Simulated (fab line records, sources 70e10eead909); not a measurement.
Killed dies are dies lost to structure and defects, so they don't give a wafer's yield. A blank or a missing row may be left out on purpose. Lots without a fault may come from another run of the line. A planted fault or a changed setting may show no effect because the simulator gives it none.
fab line records | flow nand_harc
record lots=5 wafers=14 last_day=33
route steps=1302 shown P_M2@324 END@1302
lots that met no fault: from a run of the same line without faults
start_h: hours from the record's first day to the start of the lot's first wafer shown | wait_h: hours since the lot's step before | " the same as in the row above | L1.1+2: a row that stands for several wafers | - no value, or no start given | * or withheld: withheld | < > ~ a bound
route shown NAME@n: a module of which the file shows steps, and the number in the route of the first | usual: mean/standard deviation of fault-free wafers | same: alike in all rows | chamber/n: place in a boat | sites: the reading at each site | _std_site: their standard deviation | _edge_site: outer sites' mean less inner sites' | radius_mm: how far each site lies from the wafer's centre | mask NAME#n: copy n | behind: the tool/chamber that last shaped the wafer | hold: why the lot was held/for how many hours/how that ended | device: the transistor (n, p or np) that didn't switch | end of line: the same wafers' tests at the end of the route | a step without rows: its recipe alone | killed: dies lost to structure and defects at the first sort, not the wafer's yield | map: a wafer's dies, x killed, . not, _ none there
set.NAME: the setting as run; set.NAME@STEP: as run at that earlier step | model.NAME: the simulator's own value behind a step, which no gauge read
lots at some steps of the route; a table a step, a row a wafer
services: from which hour (start_h, from the record's first day; less than 0 if before it) a tool's chamber was out of use, for how many hours, and why
## steps
# step NHARC_P_M2_EBR_05
# step NHARC_P_M2_EXPOSE_06
# recipe na=1.35 target_cd_nm=170 dose_mj=80.78 mask_id=P_M2
# step NHARC_P_M2_PEB_07
# recipe peb_temp_c=100 peb_time_s=65
# step NHARC_P_M2_DEVELOP_08
# recipe develop_time_s=35 dev_temp_c=23
# step NHARC_P_M2_CD_MEAS_09
# recipe target_cd_nm=170 landing_energy_ev=500
# usual cd_nm=169.9/0.47
# columns lot.wafer tool chamber start_h wait_h cd_nm
L450.3 cd_sem-01 0 188.31 - 170.0
L450.4 " 0 " " 170.3
L461.2 cd_sem-02 0 295.73 - 169.3
L461.5 " 0 " " 169.7
L461.6 " 0 " " 169.6
L464.1 cd_sem-02 0 330.51 - 169.8
L464.2 " 0 " " 169.4
L464.4 " 0 " " 169.5
L465.2 cd_sem-03 0 337.89 - 169.6
L465.5 " 0 " " 169.7
L465.6 " 0 " " 169.7
L466.1 cd_sem-03 0 348.54 - 169.8
L466.2 " 0 " " 169.9
L466.3 " 0 " " 169.8
# step NHARC_P_M2_OVL_MEAS_10
# recipe pitch_nm=340
# usual overlay_x_nm=0.1/0.72 overlay_y_nm=-0.1/0.8
# columns lot.wafer tool chamber start_h wait_h overlay_x_nm overlay_y_nm
L450.3 overlay-02 - 188.40 - -1.1 0.8
L450.4 " - " " -1.0 0.5
L461.2 overlay-02 - 295.81 - -0.7 0.6
L461.5 " - " " -1.0 0.6
L461.6 " - " " -0.6 0.7
L464.1 overlay-02 - 330.60 - 2.0 -0.1
L464.2 " - " " 1.9 -0.3
L464.4 " - " " 1.3 0.0
L465.2 overlay-02 - 337.97 - 0.2 -0.7
L465.5 " - " " 0.5 -0.8
L465.6 " - " " 0.4 -0.8
L466.1 overlay-02 - 348.63 - -0.3 1.7
L466.2 " - " " 0.3 1.2
L466.3 " - " " -0.1 1.1
# step NHARC_P_M2_INSPECT_11
# usual raw_defect_count=5.2/2.7
# columns lot.wafer tool chamber start_h wait_h raw_defect_count
L450.3 defect_inspect-02 - 188.44 0.0 7
L450.4 " - " " 4
L461.2 defect_inspect-01 - 295.85 0.0 0
L461.5 " - " " 2
L461.6 " - " " 2
L464.1 defect_inspect-01 - 330.64 0.0 5
L464.2 " - " " 6
L464.4 " - " " 8
L465.2 defect_inspect-02 - 338.01 0.0 2
L465.5 " - " " 4
L465.6 " - " " 5
L466.1 defect_inspect-02 - 348.67 0.0 3
L466.2 " - " " 2
L466.3 " - " " 7
# step NHARC_P_M2_DESCUM_14
# recipe time_s=3 o2_flow_sccm=200 ar_flow_sccm=0 bias_power_w=0 chemistry=O2
# usual drypump_motor_current_A=5.7/0.34 o2_flow_sccm=200.1/0.58 oes_product_au=1.000/0.0077 rf_vpp_V=58.0/0.81 showerhead_plenum_p_Torr=1.95/0.082 throttle_valve_pct=11.312/0.009
# columns lot.wafer tool chamber start_h wait_h drypump_motor_current_A o2_flow_sccm oes_product_au rf_hours_counter_h rf_vpp_V showerhead_plenum_p_Torr throttle_valve_pct
L450.4 rie_diel-01 3 188.50 0.1 5.5 200.3 1.004 10.1 59.8 2.03 11.296
L450.3 " 0 " " 4.8 200.1 1.005 10.2 58.5 2.00 11.314
L461.2 rie_diel-04 2 295.92 0.1 5.7 199.3 0.991 5.7 57.6 1.85 11.329
L461.5 " 1 " " 5.9 200.7 1.008 - 57.8 2.05 11.303
L461.6 " 2 " " 5.7 200.1 1.006 - 57.1 1.85 11.306
L464.2 rie_diel-05 3 330.70 0.1 6.0 200.4 1.002 3.8 57.2 1.97 11.314
L464.1 " 0 " " 6.1 200.1 0.994 4.0 58.0 1.84 11.300
L464.4 " 1 " " 6.4 199.4 1.003 4.1 58.8 2.05 11.295
L465.2 rie_diel-04 3 338.09 0.1 5.4 199.3 0.998 7.3 58.1 1.96 11.330
L465.5 " 0 " " 5.6 200.7 1.005 - 56.9 1.87 11.303
L465.6 " 3 " " 5.4 199.2 0.994 - 57.4 1.96 11.314
L466.1 rie_diel-04 0 348.73 0.1 5.6 199.7 1.007 7.1 57.6 1.87 11.319
L466.2 " 1 " " 5.9 200.1 0.994 7.6 58.1 2.05 11.314
L466.3 " 3 " " 5.4 199.6 0.991 7.7 57.1 1.96 11.310
# step NHARC_P_M2_ETCH_35
# recipe target_depth_a=400 overetch_a=120 time_s=43.94 ion_energy_ev=200 n2_flow_sccm=150 h2_flow_sccm=150 ar_flow_sccm=0 rf_w=400 bias_w=150 chemistry=N2/H2
# usual drypump_motor_current_A=5.7/0.34 oes_product_au=0.999/0.0074 rf_vpp_V=431.6/2.6 showerhead_plenum_p_Torr=2.08/0.089 throttle_valve_pct=14.171/0.0093
# columns lot.wafer tool chamber start_h wait_h drypump_motor_current_A oes_product_au rf_hours_counter_h rf_vpp_V showerhead_plenum_p_Torr throttle_valve_pct
L450.4 rie_diel-01 2 188.58 0.1 5.3 1.000 10.4 434.1 2.18 14.162
L450.3 " 3 " " 5.5 0.996 10.1 433.6 2.17 14.159
L461.2 rie_diel-04 0 296.00 0.1 5.6 1.010 5.5 428.9 1.99 14.172
L461.5 " 3 " " 5.5 0.999 - 429.2 2.09 14.170
L461.6 " 0 " " 5.6 1.006 - 430.0 1.99 14.160
L464.1 rie_diel-05 1 330.78 0.1 6.5 1.011 4.1 435.0 2.19 14.169
L464.2 " 2 " " 5.6 1.007 3.9 429.3 2.01 14.178
L464.4 " 0 " " 6.1 1.006 4.0 428.0 1.96 14.177
L465.2 rie_diel-04 3 338.17 0.1 5.4 0.994 7.4 432.6 2.09 14.180
L465.6 " 3 " " 5.4 1.003 - 431.5 2.09 14.171
L465.5 " 0 " " 5.6 1.012 - 428.0 1.99 14.176
L466.3 rie_diel-04 0 348.81 0.1 5.6 1.009 7.1 430.2 1.99 14.164
L466.1 " 1 " " 5.9 1.009 7.6 433.8 2.19 14.171
L466.2 " 2 " " 5.7 1.005 6.4 429.9 1.97 14.188
# step NHARC_P_M2_ETCH_15
# recipe target_depth_a=1825 time_s=91.2 c4f8_flow_sccm=withheld ar_flow_sccm=400 rf_w=600 bias_w=300 chemistry=C4F8/Ar
# usual oes_product_au=0.943/0.024 rf_vpp_V=441.8/2.6
# columns lot.wafer tool chamber start_h wait_h oes_product_au rf_hours_counter_h rf_vpp_V
L450.3 rie_diel-01 2 - - 0.915 10.4 446.1
L450.4 " 3 " " 0.928 10.2 445.0
L461.2 rie_diel-04 3 - - 0.983 6.6 441.7
L461.5 " 1 " " 0.958 - 444.0
L461.6 " 2 " " 0.964 - 438.4
L464.2 rie_diel-05 0 - - 0.919 4.1 438.6
L464.4 " 1 " " 0.933 4.1 445.3
L464.1 " 2 " " 0.914 3.9 441.0
L465.2 rie_diel-04 0 - - 0.959 6.8 439.4
L465.6 " 3 " " 0.956 - 441.8
L465.5 " 1 " " 0.947 - 444.9
L466.2 rie_diel-04 3 - - 0.920 7.7 444.4
L466.1 " 0 " " 0.928 7.1 438.2
L466.3 " 1 " " 0.914 7.6 445.3
# step NHARC_P_M2_CD_MEAS_16
# usual cd_nm=170.0/0.58
# columns lot.wafer tool chamber start_h wait_h cd_nm
L450.3 cd_sem-01 - 188.81 - 170.0
L450.4 " - " " 169.4
L461.2 cd_sem-03 - 296.22 - 169.5
L461.5 " - " " 169.8
L461.6 " - " " 169.2
L464.1 cd_sem-02 - 331.00 - 168.5
L464.2 " - " " 169.4
L464.4 " - " " 169.7
L465.2 cd_sem-01 - 338.42 - 171.1
L465.5 " - " " 170.5
L465.6 " - " " 170.3
L466.1 cd_sem-01 - 349.03 - 170.2
L466.2 " - " " 169.8
L466.3 " - " " 169.8
# step NHARC_P_M2_STRIP_18
# recipe power_w=1000 n2_flow_sccm=150 h2_flow_sccm=150 ar_flow_sccm=0 bias_w=0 chemistry=N2/H2
# usual drypump_motor_current_A=5.7/0.38 oes_product_au=1.001/0.007 rf_vpp_V=90.8/0.91 showerhead_plenum_p_Torr=2.09/0.086 throttle_valve_pct=14.172/0.0085
# columns lot.wafer tool chamber start_h wait_h drypump_motor_current_A oes_product_au rf_hours_counter_h rf_vpp_V showerhead_plenum_p_Torr throttle_valve_pct
L450.3 rie_diel-05 2 188.88 0.1 5.6 1.001 8.5 89.7 2.01 14.165
L450.4 " 0 " " 6.1 1.004 6.5 90.7 1.96 14.175
L461.2 rie_diel-05 3 296.31 0.1 6.0 1.001 1.7 91.5 2.10 14.183
L461.6 " 2 " " 5.6 1.001 - 90.8 2.01 14.178
L461.5 " 3 " " 6.0 1.006 - 91.1 2.10 14.166
L464.2 rie_diel-04 1 331.08 0.1 5.9 1.012 7.1 92.8 2.19 14.175
L464.1 " 0 " " 5.6 1.002 6.5 90.2 1.99 14.164
L464.4 " 0 " " 5.6 0.992 - 92.3 1.99 14.174
L465.2 rie_diel-04 1 338.53 0.1 5.9 0.993 7.4 92.0 2.19 14.185
L465.6 " 0 " " 5.6 1.015 - 91.2 1.99 14.164
L465.5 " 3 " " 5.4 1.000 - 89.4 2.09 14.172
L466.1 rie_diel-01 3 349.11 0.1 5.5 0.998 9.1 91.1 2.16 14.163
L466.3 " 0 " " 4.8 0.999 9.7 91.8 2.13 14.175
L466.2 " 2 " " 5.2 0.999 7.8 91.0 2.18 14.167
# step NHARC_P_M2_ETCH_28
# recipe target_depth_a=300 over_etch_frac=0.3 time_s=72.99 ion_energy_ev=150 cf4_flow_sccm=50 n2_flow_sccm=100 ar_flow_sccm=150 rf_w=300 bias_w=100 chemistry=CF4/N2
# usual drypump_motor_current_A=5.7/0.4 oes_product_au=1.000/0.0074 rf_vpp_V=314.9/1.8 showerhead_plenum_p_Torr=2.68/0.1 throttle_valve_pct=19.794/0.0083
# columns lot.wafer tool chamber start_h wait_h drypump_motor_current_A oes_product_au rf_hours_counter_h rf_vpp_V showerhead_plenum_p_Torr throttle_valve_pct
L450.4 rie_diel-05 0 189.12 - 6.1 0.832 6.5 311.1 2.54 19.785
L450.3 " 2 " " 5.6 0.830 8.5 314.4 2.59 19.799
L461.2 rie_diel-05 1 296.53 - 6.5 1.008 2.3 315.9 2.80 19.803
L461.5 " 1 " " 6.5 1.002 - 316.5 2.80 19.778
L461.6 " 2 " " 5.6 0.998 - 313.4 2.59 19.801
L464.1 rie_diel-04 1 331.47 0.3 5.9 1.000 7.2 315.4 2.80 19.806
L464.2 " 3 " " 5.4 0.999 7.2 315.7 2.68 19.790
L464.4 " 3 " " 5.4 0.997 - 315.4 2.68 19.796
L465.2 rie_diel-04 0 338.81 - 5.6 1.012 6.9 313.1 2.57 19.792
L465.6 " 1 " " 5.9 0.999 - 317.1 2.80 19.790
L465.5 " 0 " " 5.6 1.001 - 313.4 2.57 19.771
L466.1 rie_diel-01 3 349.35 - 5.5 0.992 9.2 317.2 2.77 19.800
L466.2 " 0 " " 4.8 1.004 9.7 315.1 2.74 19.793
L466.3 " 1 " " 5.9 0.989 8.4 316.5 2.79 19.795
# step NHARC_P_M2_STRIP_19
# recipe time_s=600 temp_c=30 chemistry=post_etch_residue_remover
# step NHARC_END_SORT_01
# recipe temp_c=25
# usual defect_limited_yield=91.4/2.4 killed_at_array=54/16 killed_at_other=0.6/0.86 killed_at_periphery=3.8/2.6 killed_dies=58/16 killed_open=3.3/1.8 killed_short=2.7/1.7 sort_bin_2_pct=3.1/1.1 sort_bin_3_pct=0.7/0.39 sort_bin_4_pct=4.8/1.3 sort_n_pass=619/16 sort_rim_yield_pct=89/6 sort_yield_pct=91.4/2.4
# same gross_dies=677 sort_bin_5_pct[%]=0 sort_bin_6_pct[%]=0 sort_bin_7_pct[%]=0 sort_bin_8_pct[%]=0 sort_rim_n_gross=106.00
# columns lot.wafer tool chamber start_h wait_h defect_limited_yield[%] killed_at_array killed_at_other killed_at_periphery killed_dies killed_open killed_short sort_bin_2_pct[%] sort_bin_3_pct[%] sort_bin_4_pct[%] sort_n_pass sort_rim_yield_pct[%] sort_yield_pct[%]
L450.3 prober-02 0 604.04 3.1 85.7 78 0 19 97 5 5 6.8 0.7 6.8 580 88 85.7
L450.4 prober-02 0 604.83 3.4 85.8 89 0 7 96 3 5 5.2 1.5 7.5 581 93 85.8
L466.1 prober-01 0 773.18 2.5 95.9 27 1 0 28 3 1 1.0 0.3 2.8 649 92 95.9
L466.2 prober-01 0 773.98 2.8 95.0 34 0 0 34 0 0 2.5 0.3 2.2 643 92 95.0
L466.3 prober-01 0 774.78 3.1 94.5 31 1 5 37 4 5 2.2 0 3.2 640 92 94.5
L465.2 prober-01 0 781.78 2.8 89.7 67 2 1 70 4 4 3.5 1.0 5.8 607 86 89.7
L465.5 prober-01 0 784.19 3.7 91.7 51 4 1 56 6 3 2.5 0.9 4.9 621 88 91.7
L465.6 prober-01 0 784.99 4.0 91.6 48 2 7 57 4 2 3.0 1.0 4.4 620 80 91.6
# killed by level:class
L450.3 A_CHANNEL_HOLE_D1:chamber_film_flake=36 A_CHANNEL_HOLE_D2:chamber_film_flake=31 P_M2:area_etch=13 A_CHANNEL_FILL_D2:geometric_particle:short=3 A_STAIRCASE:chamber_film_flake=3 P_CONTACT:geometric_particle:open=2 A_CONTACT:chamber_film_flake=2 P_ZERO_WELL:geometric_particle:short=1
L450.4 A_CHANNEL_HOLE_D2:chamber_film_flake=43 A_CHANNEL_HOLE_D1:chamber_film_flake=35 P_M2:area_etch=3 P_M0:geometric_particle:short=2 A_CHANNEL_FILL_D2:geometric_particle:short=2 A_STAIRCASE:chamber_film_flake=2 A_CONTACT:chamber_film_flake=2 P_CONTACT:geometric_particle:short=1
L466.1 A_CHANNEL_HOLE_D1:chamber_film_flake=9 A_SLIT:chamber_film_flake=6 A_M1:chamber_film_flake=3 A_CHANNEL_HOLE_D2:chamber_film_flake=2 A_ONON_D1:geometric_particle:short=1 A_CHANNEL_FILL_D1:geometric_particle:open=1 A_CONTACT:geometric_particle:open=1 A_M1:geometric_particle:open=1
L466.2 A_CHANNEL_HOLE_D1:chamber_film_flake=12 A_SLIT:chamber_film_flake=9 A_STAIRCASE:chamber_film_flake=3 A_M1:chamber_film_flake=3 A_ZERO_WELL:chamber_film_flake=2 A_WL_FILL:chamber_film_flake=2 A_CONTACT:chamber_film_flake=2 A_CHANNEL_HOLE_D2:chamber_film_flake=1
L466.3 A_CHANNEL_HOLE_D1:chamber_film_flake=12 A_CONTACT:chamber_film_flake=4 A_SLIT:chamber_film_flake=3 A_M1:chamber_film_flake=3 P_M0:geometric_particle:open=2 A_ONON_D2:geometric_particle:short=2 A_WL_FILL:chamber_film_flake=2 P_M0:geometric_particle:short=1
L465.2 A_SLIT:chamber_film_flake=21 A_CONTACT:chamber_film_flake=14 A_CHANNEL_HOLE_D2:chamber_film_flake=14 A_CHANNEL_HOLE_D1:chamber_film_flake=7 A_ONON_D2:geometric_particle:open=2 A_CHANNEL_FILL_D1:chamber_film_flake=2 A_STAIRCASE:chamber_film_flake=2 THIN_TSV:chamber_film_flake=2
L465.5 A_SLIT:chamber_film_flake=13 A_CHANNEL_HOLE_D2:chamber_film_flake=10 A_CONTACT:chamber_film_flake=9 A_CHANNEL_HOLE_D1:chamber_film_flake=8 A_DECK1_JOINT:geometric_particle:open=3 THIN_TSV:chamber_film_flake=3 A_STAIRCASE:chamber_film_flake=2 A_CHANNEL_FILL_D1:chamber_film_flake=2
L465.6 A_CHANNEL_HOLE_D2:chamber_film_flake=14 A_CHANNEL_HOLE_D1:chamber_film_flake=11 A_CONTACT:chamber_film_flake=10 A_SLIT:chamber_film_flake=8 P_CONTACT:geometric_particle:open=2 P_CONTACT:chamber_film_flake=2 A_CHANNEL_FILL_D1:chamber_film_flake=2 THIN_TSV:chamber_film_flake=2
## services
# columns tool chamber start_h hours kind
rie_diel-04 0 177.67 24.1 repair
rie_diel-04 - 177.90 9.0 pm
rie_diel-04 1 177.90 9.0 vent_cycle
rie_diel-04 2 177.90 9.0 vent_cycle
rie_diel-04 3 177.90 9.0 vent_cycle
rie_diel-04 1 186.90 - clean
rie_diel-04 2 186.90 - clean
rie_diel-04 3 186.90 - clean
rie_diel-01 - 203.80 9.0 pm
rie_diel-04 0 211.40 - clean
rie_diel-04 1 211.40 - clean
rie_diel-04 2 211.40 - clean
rie_diel-04 3 211.40 - clean
rie_diel-01 - 222.88 0.7 repair
rie_diel-05 - 229.60 9.0 pm
rie_diel-04 0 235.90 - clean
rie_diel-04 1 235.90 - clean
rie_diel-04 2 235.90 - clean
rie_diel-04 - 279.04 0.5 repair
rie_diel-04 2 293.35 1.4 repair
rie_diel-04 2 309.20 31.1 repair
rie_diel-05 1 320.73 5.1 repair
rie_diel-05 2 322.31 4.4 repair
rie_diel-04 3 327.38 4.0 repair
## key
first_sign step=NHARC_P_M2_ETCH_28 reading=oes_product_au direction=down sigmas=23 usual=1.000 struck=0.831
effect none on later readings
met_at NHARC_P_M2_ETCH_28
struck_wafers L450.3,L450.4
fault kind=process_parameter_drift tool=rie_diel-05 chamber=- onset_h=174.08 steps=NHARC_P_M2_ETCH_28 channel=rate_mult offset=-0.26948 shape=step end_h=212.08 scope=struck_wafers_only
